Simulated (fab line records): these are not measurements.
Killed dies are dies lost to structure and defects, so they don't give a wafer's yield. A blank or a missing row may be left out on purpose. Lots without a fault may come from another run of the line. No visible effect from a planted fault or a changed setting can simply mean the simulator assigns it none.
2 desks looking at one fault -- flow n5 finfet -- only its own numbers are on each desk; what lay behind them is given at the end

## THE DEFECT DESK
Lot by lot, what the route's inspections counted, given as the mean of those sampled wafers with a number. Marked OUT: a lot whose mean sits more than 4 standard deviations from the usual mean, which makes it out of limits; the brackets give that distance.
Columns: A = raw defect count at N5_BEOL_M11_INSPECT_13, usual 434
lot,first seen here,A
L644,day 10 20:05,483
L645,day 11 05:25,471
L646,day 11 13:55,322
L647,day 11 23:07,393
L650,day 12 14:41,343
L659,day 14 14:04,420
L660,day 14 14:28,348
L663,day 15 07:12,387
L661,day 15 07:40,446
L664,day 16 06:25,597
L666,day 16 19:43,535
This desk found nothing out of limits on any of the 11 lots.

## FOR THE TOOL OWNER'S DESK: litho track-02
The tool's own readings at N5_BEOL_M11_COAT_59 (time 60 s, resist thk 100 nm): means of the sampled wafers that have a number, for each lot that ran on this tool. Marked OUT: a lot whose mean sits more than 4 standard deviations from the usual mean, which makes it out of limits; the brackets give that distance.
Columns: A = spin speed rpm at N5_BEOL_M11_COAT_59, usual 1500.0 rpm
lot,first seen here,A
L645,day 11 04:59,1499.6
L646,day 11 13:29,1499.9
L647,day 11 22:42,1180.8 (-99 or more) OUT
L650,day 12 14:23,1180.9 (-99 or more) OUT
L663,day 15 06:54,1499.3
L661,day 15 07:14,1500.2
L664,day 16 06:00,1500.4
This desk finds L647, L650 out of limits, L647 being first, at day 11 22:42 (spin speed rpm at N5_BEOL_M11_COAT_59). L645, L646, L663, L661, L664: within limits.

## BROUGHT TOGETHER
The tool owner's desk could have raised an alarm at day 11 22:42, on L647, L650.
No out-of-limits result turned up at the defect desk.
The defect desk has L647, L650 on record, within its limits.
Of the lots named, all ran N5_BEOL_M11_COAT_59 on litho track-02.

## WHAT THE SIMULATOR PUT IN
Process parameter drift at N5_BEOL_M11_COAT_59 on litho track-02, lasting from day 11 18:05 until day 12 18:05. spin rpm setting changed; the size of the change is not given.
Struck lots among those shown: L647, L650.
Delay in hours, fault start to first out-of-limits reading, by desk: the tool owner's desk at 5.
